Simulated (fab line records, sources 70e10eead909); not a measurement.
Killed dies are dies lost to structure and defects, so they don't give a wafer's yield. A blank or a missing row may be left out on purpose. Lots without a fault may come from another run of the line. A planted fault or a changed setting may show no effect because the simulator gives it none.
Chamber matching | flow nand_harc | NHARC_A_STAIRCASE_ETCH_271 on rie_diel-07: 4 sister chambers
The step etches the open film in CF4/CHF3. 4 wafers are shown with their chamber, then 9 later ones without.

WAFERS WITH THEIR CHAMBER
wafer  | chamber | drypump_motor_current_A (A)
L082.2 | 0       | 5.1
L082.5 | 1       | 6.3
L086.5 | 3       | 6.0
L086.6 | 2       | 5.7

WAFERS WITHOUT THEIR CHAMBER
wafer  | drypump_motor_current_A (A)
L087.3 | 5.8
L087.4 | 6.0
L087.6 | 5.1
L095.1 | 6.2
L095.4 | 5.1
L095.5 | 6.0
L096.2 | 6.3
L096.4 | 6.0
L096.5 | 5.7

WHICH CHAMBER EACH WENT THROUGH
wafer  | from the rows above | in truth
L087.3 | 2                   | 2
L087.4 | 3                   | 3
L087.6 | 0                   | 0
L095.1 | 1                   | 1
L095.4 | 0                   | 0
L095.5 | 3                   | 3
L096.2 | 1                   | 1
L096.4 | 3                   | 3
L096.5 | 2                   | 2
Placed correctly: 9 of 9. Can't be placed from these rows: 0. Placed wrongly: 0.
How it was worked out, from the rows above alone: a wafer's distance from a chamber is the root of the sum, over the readings, of the square of ((its reading less the chamber's mean) divided by the reading's scatter). The wafer belongs to the nearest chamber; if the next one is less than 2 further off, it can't be placed. A chamber's mean is the mean of its shown wafers. The scatter: with one shown wafer a chamber, the root of the mean of the squares of how far each hidden wafer lies from its nearest shown one.
